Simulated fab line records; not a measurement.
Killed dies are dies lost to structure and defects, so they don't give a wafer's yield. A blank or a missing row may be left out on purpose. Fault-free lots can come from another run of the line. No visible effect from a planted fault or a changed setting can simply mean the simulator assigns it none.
fab line records -- flow n5_finfet
[record] lots = 11, wafers = 33, last_day = 17
route steps=1938 shown BEOL_M7@1324 MIM_BOT_ETCH@1869 PASSIVATION@1908
lots untouched by any fault: they come from a run of this same line in which no faults occurred
start_h: the number of hours between the record's first day and the start of the first shown wafer of the lot -- wait_h: hours from the lot's prior step to this one -- " as in the row above -- L1.1+2: one row covering several wafers at once -- - value missing, or start not given -- * or withheld: withheld -- < > ~ a bound
route shown NAME@n: a module of which the file shows steps, and the number in the route of the first -- usual: mean/standard deviation of fault-free wafers -- same: alike in all rows -- chamber/n: place in a boat -- sites: the reading at each site -- _std_site: the values' standard deviation -- _edge_site: the outer-site mean with the inner-site mean subtracted -- radius_mm: for every site, how far away it sits from the centre of the wafer -- mask NAME#n: copy n -- behind: the last tool/chamber to shape the wafer -- hold: cause of the lot's hold/its duration in hours/its outcome -- device: the transistor (n, p or np) that didn't switch -- end of line: tests run on the same wafers once the route is complete -- for a step that has no rows: nothing shown but its recipe -- killed: the dies lost at the first sort to structure and to defects; this is not the yield of the wafer -- map: a wafer's dies, x killed, . not, _ none there
set.NAME: the setting the step ran with; set.NAME@STEP: the setting that earlier step ran with -- model.NAME: the simulator's own value behind a step, which no gauge read
steps of the route over a sample of lots; a table a step, a row a wafer
services: a tool's chamber out of use, with start hour (start_h, from the record's first day; less than 0 if before it), hours out, and reason
[[steps]]
[step N5_BEOL_M7_ECD_50]
[recipe] material = Cu, target_thk_a = 3000
lot.wafer,tool,chamber,start_h,wait_h
L423.2+3+6,ecd_cu-02,"1,0,1",199.52,0.1
L424.2+5+6,ecd_cu-02,"1,0,1",209.14,0.1
L426.2+4+6,ecd_cu-02,1,214.73,0.1
L428.2+3+6,ecd_cu-02,"0,1,1",223.41,0.1
L430.2+3+6,ecd_cu-02,"1,0,1",234.69,0.1
L431.3+4+5,ecd_cu-01,"0,1,1",243.19,0.1
L432.1+2+4,ecd_cu-02,"1,0,0",253.91,0.1
L434.2+3+4,ecd_cu-02,"0,0,1",259.98,0.1
L433.1+4+5,ecd_cu-02,"0,1,1",268.96,0.1
L443.2+3+5,ecd_cu-01,"0,1,0",319.55,0.1
L444.1+2+3,ecd_cu-02,"0,1,0",330.81,0.1
[step N5_MIM_BOT_ETCH_STRIP_01]
[recipe] chemistry = O2, power_w = 600, temp_c = 60, pressure_mtorr = 30, rf_frequency_hz = 6e+07, bias_power_w = 0, overash_fraction = 0.5, o2_flow_sccm = 225
[usual] drypump_motor_current_A = 5.9/0.4, oes_product_au = 0.83/0.071, rf_vpp_V = 3.7/1.3, showerhead_plenum_p_Torr = 2.11/0.053, throttle_valve_pct = 16.68/0.28
lot.wafer,tool,chamber,start_h,wait_h,drypump_motor_current_A,oes_product_au,rf_hours_counter_h,rf_vpp_V,showerhead_plenum_p_Torr,throttle_valve_pct
L423.2,rie_diel-04,0,252.87,0.2,5.9,0.88,48,4.5,2.13,16.19
L423.3,rie_diel-04,2,252.87,0.2,5.4,0.95,8,6.4,2.16,16.71
L423.6,rie_diel-04,3,252.87,0.2,5.2,0.99,-,3.0,2.05,16.72
L424.2,rie_diel-04,1,273.44,0.1,6.6,0.79,99,2.0,2.03,16.69
L424.5,rie_diel-04,0,273.44,0.1,5.8,0.89,-,4.3,2.13,16.18
L424.6,rie_diel-04,3,273.44,0.1,5.2,0.95,-,3.2,2.05,16.70
L426.2,rie_diel-01,2,275.08,0.1,6.4,0.89,37,5.1,2.12,16.38
L426.4,rie_diel-01,3,275.08,0.1,5.6,0.77,160,2.9,2.11,17.15
L426.6,rie_diel-01,0,275.08,0.1,5.9,0.71,-,4.1,2.00,17.27
L428.2,rie_diel-02,3,292.10,0.1,5.6,0.98,3,5.0,2.13,16.32
L428.3,rie_diel-02,0,292.10,0.1,5.9,0.74,207,3.9,2.09,16.96
L428.6,rie_diel-02,2,292.10,0.1,6.0,0.75,-,2.1,2.12,16.54
L430.2,rie_diel-01,2,301.97,0.1,6.5,0.86,49,3.4,2.12,16.38
L430.3,rie_diel-01,1,301.97,0.1,5.8,0.88,61,4.2,2.13,16.61
L430.6,rie_diel-01,2,301.97,0.1,6.5,0.87,-,5.0,2.12,16.37
L431.3,rie_diel-01,3,302.15,0.1,5.6,0.77,169,2.9,2.11,17.12
L431.4,rie_diel-01,2,302.15,0.1,6.4,0.86,-,2.9,2.12,16.37
L431.5,rie_diel-01,1,302.15,0.1,5.8,0.89,-,2.9,2.13,16.60
L432.1,rie_diel-01,2,314.79,0.1,6.5,0.85,55,3.8,2.12,16.37
L432.2,rie_diel-01,1,314.79,0.1,5.8,0.86,67,3.1,2.13,16.60
L432.4,rie_diel-01,3,314.79,0.1,5.6,0.77,-,4.0,2.10,17.14
L434.2,rie_diel-01,2,318.61,0.2,6.4,0.88,57,2.7,2.11,16.36
L434.3,rie_diel-01,1,318.61,0.2,5.8,0.87,68,5.4,2.13,16.62
L434.4,rie_diel-01,0,318.61,0.2,5.9,0.99,2,4.0,2.26,16.74
L433.1,rie_diel-04,0,330.56,0.1,5.9,0.82,78,3.5,2.12,16.28
L433.4,rie_diel-04,3,330.56,0.1,5.2,0.88,30,6.3,2.04,16.74
L433.5,rie_diel-04,1,330.56,0.1,6.6,0.77,-,4.4,2.02,16.71
L443.2,rie_diel-01,0,378.64,0.2,5.9,0.91,23,4.4,2.25,16.82
L443.3,rie_diel-01,1,378.64,0.2,5.8,0.85,90,1.9,2.12,16.68
L443.5,rie_diel-01,3,378.64,0.2,5.6,0.74,-,2.2,2.10,17.19
L444.1,rie_diel-01,1,399.62,0.1,5.8,0.83,97,2.5,2.12,16.68
L444.2,rie_diel-01,2,399.62,0.1,6.5,0.81,84,3.0,2.11,16.43
L444.3,rie_diel-01,3,399.62,0.1,5.6,0.74,204,3.4,2.09,17.16
[step N5_PASSIVATION_DESCUM_32]
[recipe] chemistry = O2, time_s = 7.9, source_power_w = 50, bias_power_w = 20, pressure_mtorr = 20, rf_frequency_hz = 2.712e+07, temp_c = 40, o2_flow_sccm = 225
[usual] drypump_motor_current_A = 5.9/0.4, oes_product_au = 0.83/0.072, rf_vpp_V = 243.4/1.1, showerhead_plenum_p_Torr = 2.11/0.053, throttle_valve_pct = 20.5/0.31
lot.wafer,tool,chamber,start_h,wait_h,drypump_motor_current_A,oes_product_au,rf_hours_counter_h,rf_vpp_V,showerhead_plenum_p_Torr,throttle_valve_pct
L423.2,rie_diel-04,2,258.60,0.0,5.4,0.95,9,242.9,2.16,20.5
L423.3,rie_diel-04,0,258.60,0.0,5.9,0.86,50,244.3,2.12,19.9
L423.6,rie_diel-04,2,258.60,0.0,5.4,0.95,-,244.8,2.16,20.5
L424.2,rie_diel-01,3,276.88,0.4,5.6,0.78,161,242.7,2.11,20.9
L424.5,rie_diel-01,2,276.88,0.4,6.5,0.88,-,243.7,2.12,20.1
L424.6,rie_diel-01,3,276.88,0.4,5.6,0.77,-,242.6,2.11,20.9
L426.2,rie_diel-01,1,278.38,0.0,5.8,0.88,50,244.9,2.13,20.4
L426.4,rie_diel-01,2,278.38,0.0,6.5,0.88,38,244.9,2.12,20.1
L426.6,rie_diel-01,2,278.38,0.0,6.4,0.88,-,244.1,2.12,20.1
L428.2,rie_diel-01,1,295.45,0.0,5.8,0.87,58,243.7,2.13,20.4
L428.3,rie_diel-01,3,295.45,0.0,5.6,0.77,166,242.7,2.10,20.9
L428.6,rie_diel-01,2,295.45,0.0,6.4,0.87,-,243.3,2.11,20.1
L430.2,rie_diel-01,2,304.72,0.1,6.5,0.87,51,243.9,2.11,20.1
L430.3,rie_diel-01,1,304.72,0.1,5.8,0.87,63,244.7,2.13,20.4
L430.6,rie_diel-01,3,304.72,0.1,5.6,0.76,-,244.3,2.10,20.9
L431.3,rie_diel-01,1,304.88,0.2,5.8,0.89,63,243.0,2.13,20.4
L431.4,rie_diel-01,3,304.88,0.2,5.6,0.76,-,243.2,2.10,20.9
L431.5,rie_diel-01,2,304.88,0.2,6.4,0.86,-,244.1,2.11,20.1
L432.1,rie_diel-04,0,317.83,0.0,5.8,0.84,73,244.7,2.12,20.0
L432.2,rie_diel-04,1,317.83,0.0,6.6,0.77,115,240.6,2.02,20.4
L432.4,rie_diel-04,3,317.83,0.0,5.2,0.90,25,242.3,2.04,20.6
L434.2,rie_diel-01,2,320.97,0.1,6.4,0.85,58,244.0,2.11,20.1
L434.3,rie_diel-01,1,320.97,0.1,5.8,0.86,69,244.3,2.13,20.5
L434.4,rie_diel-01,0,320.97,0.1,5.9,0.99,3,244.8,2.26,20.6
L433.1,rie_diel-01,1,335.18,0.1,5.8,0.86,75,243.0,2.12,20.5
L433.4,rie_diel-01,3,335.18,0.1,5.6,0.76,181,243.4,2.10,20.9
L433.5,rie_diel-01,2,335.18,0.1,6.4,0.85,-,243.6,2.11,20.1
L443.2,rie_diel-02,3,384.77,0.3,5.7,0.90,32,243.6,2.12,20.1
L443.3,rie_diel-02,0,384.77,0.3,5.9,0.71,236,243.4,2.07,20.8
L443.5,rie_diel-02,0,384.77,0.3,5.9,0.70,-,241.8,2.07,20.8
L444.1,rie_diel-02,1,406.14,0.1,6.3,0.78,114,243.0,2.12,20.7
L444.2,rie_diel-02,0,406.14,0.1,5.9,0.69,243,242.2,2.07,20.8
L444.3,rie_diel-02,2,406.14,0.1,6.0,0.73,167,241.9,2.10,20.3
[step N5_PASSIVATION_STRIP_48]
[recipe] chemistry = O2, power_w = 600, temp_c = 60, pressure_mtorr = 30, rf_frequency_hz = 6e+07, bias_power_w = 0, overash_fraction = 0.5, o2_flow_sccm = 225
[usual] drypump_motor_current_A = 5.8/0.44, oes_product_au = 0.84/0.074, rf_vpp_V = 3.5/2.2, showerhead_plenum_p_Torr = 2.11/0.064, throttle_valve_pct = 16.68/0.27
lot.wafer,tool,chamber,start_h,wait_h,drypump_motor_current_A,oes_product_au,rf_hours_counter_h,rf_vpp_V,showerhead_plenum_p_Torr,throttle_valve_pct
L423.2,rie_diel-04,1,260.98,0.1,6.5,0.80,94,0.1,2.03,16.64
L423.3,rie_diel-04,2,260.98,0.1,5.4,0.89,11,1.0,2.17,16.74
L423.6,rie_diel-04,2,260.98,0.1,5.4,0.97,-,4.1,2.16,16.63
L424.2,rie_diel-04,0,279.29,0.1,5.9,0.82,58,5.7,2.13,16.20
L424.5,rie_diel-04,3,279.29,0.1,5.2,0.93,-,0.1,2.04,16.72
L424.6,rie_diel-04,0,279.29,0.1,5.9,0.86,-,4.0,2.13,16.23
L426.2,rie_diel-01,2,280.70,0.1,6.4,0.91,39,0.7,2.12,16.37
L426.4,rie_diel-01,2,280.70,0.1,6.5,0.87,-,1.8,2.12,16.33
L426.6,rie_diel-01,0,280.70,0.1,5.9,0.71,-,2.4,1.99,17.24
L428.2,rie_diel-04,0,297.81,0.1,5.9,0.86,66,1.3,2.12,16.19
L428.3,rie_diel-04,1,297.81,0.1,6.6,0.81,109,1.9,2.02,16.78
L428.6,rie_diel-04,0,297.81,0.1,5.9,0.86,-,4.4,2.12,16.15
L430.2,rie_diel-01,2,307.20,0.1,6.4,0.89,52,4.7,2.12,16.39
L430.3,rie_diel-01,3,307.20,0.1,5.6,0.79,172,2.7,2.11,17.23
L430.6,rie_diel-01,2,307.20,0.1,6.4,0.86,-,3.4,2.12,16.37
L431.3,rie_diel-01,3,307.79,0.1,5.6,0.73,172,4.4,2.10,17.09
L431.4,rie_diel-01,1,307.79,0.1,5.7,0.86,-,1.5,2.13,16.59
L431.5,rie_diel-01,2,307.79,0.1,6.5,0.84,-,5.7,2.12,16.47
L432.1,rie_diel-04,0,320.52,0.1,5.8,0.83,74,1.2,2.12,16.21
L432.2,rie_diel-04,1,320.52,0.1,6.6,0.77,116,4.5,2.02,16.71
L432.4,rie_diel-04,2,320.52,0.1,5.4,0.92,28,4.2,2.16,16.69
L434.2,rie_diel-01,2,323.42,0.1,6.5,0.87,59,2.8,2.11,16.42
L434.3,rie_diel-01,0,323.42,0.1,6.0,0.98,4,4.3,2.26,16.68
L434.4,rie_diel-01,3,323.42,0.1,5.6,0.74,178,3.2,2.11,17.13
L433.1,rie_diel-04,0,337.62,0.1,5.9,0.83,80,3.9,2.12,16.30
L433.4,rie_diel-04,2,337.62,0.1,5.4,0.91,34,4.9,2.16,16.68
L433.5,rie_diel-04,3,337.62,0.1,5.2,0.90,-,7.7,2.04,16.74
L443.2,rie_diel-01,3,387.54,0.1,5.7,0.73,200,8.6,2.10,17.20
L443.3,rie_diel-01,2,387.54,0.1,6.5,0.83,80,1.8,2.11,16.40
L443.5,rie_diel-01,0,387.54,0.1,5.9,0.94,-,1.0,2.25,16.80
L444.1,rie_diel-01,3,408.69,0.1,5.6,0.74,208,3.0,2.10,17.20
L444.2,rie_diel-01,1,408.69,0.1,5.8,0.83,100,3.0,2.12,16.73
L444.3,rie_diel-01,2,408.69,0.1,6.5,0.82,87,5.9,2.11,16.44
[step N5_PASSIVATION_PROBE_49]
[usual] defect_limited_yield = 91.1/1.4, killed_at_M0_to_M3 = 33/9.1, killed_at_M4_up = 14/5.6, killed_at_contacts = 13/5.7, killed_at_front_end = 42/12, killed_at_other = 4/3, killed_dies = 105/16, killed_on_rim = 13/4, killed_open = 69/11, killed_short = 34/7.5, sort_bin_5_function = 5.2/0.91, sort_bin_6_memory = 3.3/0.64, sort_n_pass = 1075/16, sort_yield_pct = 91.1/1.4
[same] gross_dies = 1180, killed_at_back_side = 0, sort_bin_4_leakage[%] = 0, sort_bin_8_speed[%] = 0
lot.wafer,tool,chamber,start_h,wait_h,defect_limited_yield[%],killed_at_M0_to_M3,killed_at_M4_up,killed_at_contacts,killed_at_front_end,killed_at_other,killed_dies,killed_on_rim,killed_open,killed_short,sort_bin_5_function[%],sort_bin_6_memory[%],sort_n_pass,sort_yield_pct[%]
L423.2,prober-02,-,263.52,0.1,91.1,22,12,19,48,4,105,12,65,35,5.0,3.8,1075,91.1
L423.3,prober-02,-,263.57,0.1,91.3,27,6,17,48,5,103,9,62,40,5.7,2.5,1077,91.3
L423.6,prober-02,-,263.72,0.3,93.0,25,9,14,30,5,83,7,54,29,3.7,3.0,1097,93.0
L424.2,prober-02,-,281.85,0.1,90.8,31,15,31,26,5,108,11,73,33,5.6,3.5,1072,90.8
L424.5,prober-02,-,282.00,0.2,92.6,26,21,11,24,5,87,15,59,23,4.3,3.0,1093,92.6
L424.6,prober-02,-,282.05,0.3,92.0,25,24,11,29,5,94,17,64,30,4.8,2.9,1086,92.0
L426.2,prober-01,-,283.81,0.1,91.3,18,13,19,51,2,103,8,61,42,4.9,3.3,1077,91.3
L426.4,prober-01,-,283.91,0.2,91.7,31,13,14,33,7,98,11,54,40,5.1,2.9,1082,91.7
L426.6,prober-01,-,284.01,0.3,91.9,35,10,15,34,1,95,8,61,32,5.4,2.3,1085,91.9
L428.2,prober-01,-,300.77,0.5,89.4,39,8,9,65,4,125,16,75,48,6.3,4.2,1055,89.4
L428.3,prober-01,-,300.82,0.5,89.3,37,13,16,52,8,126,19,76,47,6.4,3.9,1054,89.3
L428.6,prober-01,-,300.97,0.7,89.5,32,17,15,54,6,124,19,82,39,6.2,3.9,1056,89.5
L431.3,prober-02,-,310.98,0.1,91.1,52,15,13,20,5,105,18,68,36,5.2,3.6,1075,91.1
L431.4,prober-02,-,311.03,0.2,92.1,29,12,11,37,4,93,12,51,39,4.4,3.1,1087,92.1
L431.5,prober-02,-,311.08,0.2,93.8,27,12,11,23,0,73,7,53,20,3.7,2.2,1107,93.8
L432.1,prober-01,-,323.05,0.0,43.8,9,618,9,19,8,663,89,39,13,37.5,14.7,517,43.8
L432.2,prober-01,-,323.10,0.1,43.1,7,636,4,21,3,671,92,26,17,35.6,17.0,509,43.1
L432.4,prober-01,-,323.20,0.2,41.4,16,634,6,33,2,691,95,35,24,37.5,17.1,489,41.4
L434.2,prober-02,-,326.55,0.1,39.6,20,658,7,28,0,713,93,50,19,40.9,15.8,467,39.6
L434.3,prober-02,-,326.60,0.1,42.6,7,633,11,22,4,677,80,41,13,35.4,17.5,503,42.6
L434.4,prober-02,-,326.65,0.2,41.1,19,646,6,21,3,695,92,41,21,38.2,16.8,485,41.1
L433.1,prober-01,-,340.73,0.0,43.4,19,606,7,34,2,668,75,56,21,36.9,15.7,512,43.4
L433.4,prober-01,-,340.88,0.2,41.5,13,633,12,31,1,690,89,43,20,36.1,17.0,490,41.5
L433.5,prober-01,-,340.93,0.2,41.1,16,627,7,42,3,695,89,47,24,37.9,17.1,485,41.1
L444.1,prober-02,-,411.58,0.0,89.7,40,14,16,40,11,121,21,79,40,6.7,3.4,1059,89.7
L444.2,prober-02,-,411.63,0.1,89.0,42,24,15,45,4,130,15,97,33,5.5,5.1,1050,89.0
L444.3,prober-02,-,411.68,0.1,91.9,28,12,13,36,6,95,9,67,26,4.5,3.1,1085,91.9
// killed by level:class
L423.2 FIN_SAQP:geometric_particle:open=15 MOL_CONTACT_COAG:geometric_particle:open=15 FIN_SAQP:geometric_particle:short=9 BEOL_M0_SAQP:geometric_particle:short=6 STI_FIN_REVEAL:geometric_particle:open=5 BEOL_M0_SAQP:geometric_particle:open=4 BEOL_M1:geometric_particle:open=4 STI_FIN_REVEAL:geometric_particle:short=3
L423.3 MOL_CONTACT_COAG:geometric_particle:open=13 FIN_SAQP:geometric_particle:open=11 BEOL_M0_SAQP:geometric_particle:open=11 GATE_CUT:geometric_particle:short=10 FIN_SAQP:geometric_particle:short=8 BEOL_M0_SAQP:geometric_particle:short=6 GATE_CUT:geometric_particle:open=5 STI_FIN_REVEAL:geometric_particle:open=5
L423.6 MOL_CONTACT_COAG:geometric_particle:open=13 FIN_SAQP:geometric_particle:open=8 BEOL_M0_SAQP:geometric_particle:open=7 FIN_SAQP:geometric_particle:short=5 GATE_CUT:geometric_particle:short=5 BEOL_M0_SAQP:geometric_particle:short=4 BEOL_M2:geometric_particle:short=4 BEOL_M2:geometric_particle:open=4
L424.2 MOL_CONTACT_COAG:geometric_particle:open=23 BEOL_M3:geometric_particle:open=8 MOL_CONTACT_COAG:geometric_particle:short=7 BEOL_M2:geometric_particle:open=6 BEOL_M5:geometric_particle:open=6 GATE_CUT:geometric_particle:short=5 BEOL_M0_SAQP:geometric_particle:open=5 BEOL_M4:geometric_particle:open=4
L424.5 BEOL_M4:geometric_particle:open=11 MOL_CONTACT_COAG:geometric_particle:open=10 BEOL_M3:geometric_particle:open=10 FIN_SAQP:geometric_particle:short=5 FIN_SAQP:geometric_particle:open=4 GATE_CUT:geometric_particle:short=4 BEOL_M1:geometric_particle:open=4 BEOL_M3:geometric_particle:short=3
L424.6 BEOL_M3:geometric_particle:open=14 MOL_CONTACT_COAG:geometric_particle:open=10 FIN_SAQP:geometric_particle:short=5 GATE_CUT:geometric_particle:short=5 BEOL_M2:geometric_particle:open=5 BEOL_M4:geometric_particle:short=5 STARTING-WAFER:geometric_particle:open=5 FIN_SAQP:geometric_particle:open=4
L426.2 MOL_CONTACT_COAG:geometric_particle:open=15 FIN_SAQP:geometric_particle:short=12 BEOL_M0_SAQP:geometric_particle:short=9 DUMMY_GATE:geometric_particle:open=8 FIN_SAQP:geometric_particle:open=6 GATE_CUT:geometric_particle:short=6 ILD0:geometric_particle:open=5 MOL_CONTACT_COAG:geometric_particle:short=4
L426.4 FIN_SAQP:geometric_particle:short=12 BEOL_M0_SAQP:geometric_particle:short=11 MOL_CONTACT_COAG:geometric_particle:open=11 FIN_SAQP:geometric_particle:open=8 BEOL_M1:geometric_particle:open=7 BEOL_M0_SAQP:geometric_particle:open=6 GATE_CUT:geometric_particle:open=3 MOL_CONTACT_COAG:geometric_particle:short=3
L426.6 GATE_CUT:geometric_particle:open=8 MOL_CONTACT_COAG:geometric_particle:open=8 BEOL_M0_SAQP:geometric_particle:short=8 FIN_SAQP:geometric_particle:open=7 BEOL_M2:geometric_particle:open=7 BEOL_M3:geometric_particle:open=7 GATE_CUT:geometric_particle:short=6 MOL_CONTACT_COAG:geometric_particle:short=6
L428.2 FIN_SAQP:geometric_particle:short=20 FIN_SAQP:geometric_particle:open=20 STI_FIN_REVEAL:geometric_particle:open=14 BEOL_M0_SAQP:geometric_particle:short=13 BEOL_M0_SAQP:geometric_particle:open=10 MOL_CONTACT_COAG:geometric_particle:open=6 BEOL_M0:geometric_particle:open=4 BEOL_M1:geometric_particle:open=4
L428.3 FIN_SAQP:geometric_particle:short=18 MOL_CONTACT_COAG:geometric_particle:open=13 FIN_SAQP:geometric_particle:open=10 BEOL_M0_SAQP:geometric_particle:open=10 DUMMY_GATE:geometric_particle:open=9 BEOL_M0_SAQP:geometric_particle:short=9 BEOL_M1:geometric_particle:open=8 STI_FIN_REVEAL:geometric_particle:open=4
L428.6 FIN_SAQP:geometric_particle:short=15 FIN_SAQP:geometric_particle:open=13 MOL_CONTACT_COAG:geometric_particle:open=12 BEOL_M0_SAQP:geometric_particle:open=10 DUMMY_GATE:geometric_particle:open=8 BEOL_M0_SAQP:geometric_particle:short=7 BEOL_M2:geometric_particle:open=7 BEOL_M5:geometric_particle:open=6
L431.3 BEOL_M2:geometric_particle:open=20 MOL_CONTACT_COAG:geometric_particle:open=12 BEOL_M2:geometric_particle:short=7 BEOL_M3:geometric_particle:open=7 GATE_CUT:geometric_particle:short=6 BEOL_M1:geometric_particle:short=5 BEOL_M0_SAQP:geometric_particle:short=4 BEOL_M1:geometric_particle:open=4
L431.4 MOL_CONTACT_COAG:geometric_particle:open=10 STARTING-WAFER:geometric_particle:short=8 BEOL_M3:geometric_particle:open=7 BEOL_M2:geometric_particle:open=6 GATE_CUT:geometric_particle:short=5 BEOL_M0:geometric_particle:open=5 BEOL_M4:geometric_particle:open=5 BEOL_M4:geometric_particle:short=4
L431.5 MOL_CONTACT_COAG:geometric_particle:open=8 BEOL_M4:geometric_particle:open=8 FIN_SAQP:geometric_particle:open=5 BEOL_M0_SAQP:geometric_particle:open=5 BEOL_M3:geometric_particle:open=5 BEOL_M1:geometric_particle:open=4 BEOL_M2:geometric_particle:open=4 BEOL_M3:geometric_particle:short=4
L432.1 BEOL_M7:unspecified=611 MOL_CONTACT_COAG:geometric_particle:open=9 STI_FIN_REVEAL:geometric_particle:open=8 PASS1_DEP:geometric_particle:open=5 FIN_SAQP:geometric_particle:short=3 GATE_CUT:geometric_particle:short=3 BEOL_M3:geometric_particle:open=3 FIN_SAQP:geometric_particle:open=2
L432.2 BEOL_M7:unspecified=628 BEOL_M4:geometric_particle:open=5 FIN_SAQP:geometric_particle:short=4 GATE_CUT:geometric_particle:short=4 MOL_CONTACT_COAG:geometric_particle:open=3 STARTING-WAFER:geometric_particle:open=3 FIN_SAQP:geometric_particle:open=2 SDB:geometric_particle:short=2
L432.4 BEOL_M7:unspecified=630 FIN_SAQP:geometric_particle:short=10 STI_FIN_REVEAL:geometric_particle:open=6 BEOL_M3:geometric_particle:open=6 MOL_CONTACT_COAG:geometric_particle:open=5 FIN_SAQP:geometric_particle:open=3 DUMMY_GATE:geometric_particle:short=3 GATE_CUT:geometric_particle:short=3
L434.2 BEOL_M7:unspecified=643 FIN_SAQP:geometric_particle:open=11 DUMMY_GATE:geometric_particle:open=5 BEOL_M1:geometric_particle:open=5 BEOL_M4:geometric_particle:open=5 STI_FIN_REVEAL:geometric_particle:open=4 MOL_CONTACT_COAG:geometric_particle:open=4 BEOL_M0_SAQP:geometric_particle:short=4
L434.3 BEOL_M7:unspecified=623 MOL_CONTACT_COAG:geometric_particle:open=10 FIN_SAQP:geometric_particle:open=7 DUMMY_GATE:geometric_particle:open=5 BEOL_M0_SAQP:geometric_particle:open=4 BEOL_M4:geometric_particle:open=4 BEOL_M2:geometric_particle:open=3 MIM_TOP_ETCH:geometric_particle:short=3
L434.4 BEOL_M7:unspecified=631 FIN_SAQP:geometric_particle:open=11 BEOL_M4:geometric_particle:open=6 BEOL_M0_SAQP:geometric_particle:short=5 BEOL_M0_SAQP:geometric_particle:open=5 MOL_CONTACT_COAG:geometric_particle:open=4 BEOL_M3:geometric_particle:open=4 BEOL_M4:geometric_particle:short=3
L433.1 BEOL_M7:unspecified=590 FIN_SAQP:geometric_particle:open=14 BEOL_M3:geometric_particle:open=10 BEOL_M4:geometric_particle:open=7 FIN_SAQP:geometric_particle:short=5 MOL_CONTACT_COAG:geometric_particle:open=5 STI_FIN_REVEAL:geometric_particle:open=4 GATE_CUT:geometric_particle:open=3
L433.4 BEOL_M7:unspecified=626 FIN_SAQP:geometric_particle:open=9 MOL_CONTACT_COAG:geometric_particle:open=9 STI_FIN_REVEAL:geometric_particle:open=6 BEOL_M3:geometric_particle:open=5 FIN_SAQP:geometric_particle:short=4 BEOL_M1:geometric_particle:short=4 STI_FIN_REVEAL:geometric_particle:short=3
L433.5 BEOL_M7:unspecified=623 STI_FIN_REVEAL:geometric_particle:open=12 FIN_SAQP:geometric_particle:short=7 BEOL_M1:geometric_particle:open=6 MOL_CONTACT_COAG:geometric_particle:open=6 FIN_SAQP:geometric_particle:open=5 GATE_CUT:geometric_particle:open=5 BEOL_M3:geometric_particle:open=4
L444.1 STI_FIN_REVEAL:geometric_particle:open=15 BEOL_M1:geometric_particle:open=15 MOL_CONTACT_COAG:geometric_particle:open=13 BEOL_M0_SAQP:geometric_particle:short=11 MIM_TOP_ETCH:geometric_particle:short=7 FIN_SAQP:geometric_particle:short=6 BEOL_M4:geometric_particle:open=6 STARTING-WAFER:geometric_particle:open=6
L444.2 STI_FIN_REVEAL:geometric_particle:open=22 BEOL_M0_SAQP:geometric_particle:open=17 BEOL_M4:geometric_particle:open=13 MOL_CONTACT_COAG:geometric_particle:open=10 BEOL_M3:geometric_particle:open=8 BEOL_M0_SAQP:geometric_particle:short=6 MOL_CONTACT_COAG:geometric_particle:short=5 FIN_SAQP:geometric_particle:open=4
L444.3 STI_FIN_REVEAL:geometric_particle:open=13 MOL_CONTACT_COAG:geometric_particle:open=9 BEOL_M0_SAQP:geometric_particle:open=9 BEOL_M4:geometric_particle:open=6 BEOL_M0_SAQP:geometric_particle:short=6 BEOL_M1:geometric_particle:open=6 BEOL_M2:geometric_particle:open=5 STI_FIN_REVEAL:geometric_particle:short=4
[[services]]
tool,chamber,start_h,hours,kind
rie_diel-04,2,220.67,-,clean
rie_diel-04,2,220.67,-,consumable_replace:focus_ring
rie_diel-04,2,220.67,14.0,scheduled_down
rie_diel-04,2,220.67,14.0,vent_cycle
rie_diel-02,2,231.84,21.6,repair
rie_diel-04,3,234.81,-,clean
rie_diel-04,3,234.81,-,consumable_replace:focus_ring
rie_diel-04,3,234.81,14.7,scheduled_down
rie_diel-04,3,234.81,14.7,vent_cycle
ecd_cu-02,-,237.28,4.0,repair
rie_diel-02,3,264.19,-,clean
rie_diel-02,3,264.19,-,consumable_replace:focus_ring
rie_diel-02,3,264.19,19.1,scheduled_down
rie_diel-02,3,264.19,19.1,vent_cycle
rie_diel-04,2,265.77,9.3,repair
rie_diel-01,0,286.63,-,clean
rie_diel-01,0,286.63,-,consumable_replace:focus_ring
rie_diel-01,0,286.63,-,consumable_replace:showerhead
rie_diel-01,0,286.63,28.2,scheduled_down
rie_diel-01,0,286.63,28.2,vent_cycle
[[key]]
[first_sign] step = N5_PASSIVATION_PROBE_49, reading = killed_at_M4_up, direction = up, sigmas = 99+, usual = 14, struck = 632
[effect] step = N5_PASSIVATION_PROBE_49, reading = defect_limited_yield, direction = down, sigmas = 36, usual = 91.1, struck = 42.0
[more_kills_born_at] N5_BEOL_M7_ECD_50@ecd_cu-02 = 5605
met_at N5_BEOL_M7_ECD_50
struck_lots L432,L433,L434
not_acting_at N5_MIM_BOT_ETCH_STRIP_01,N5_PASSIVATION_DESCUM_32,N5_PASSIVATION_STRIP_48
onset_between 234.69 253.91
[fault] kind = chamber_particle_source, tool = ecd_cu-02, chamber = -, onset_h = 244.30, steps = N5_BEOL_M7_ECD_50, rate_per_visit_cm2 = 1.4747, end_h = 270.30
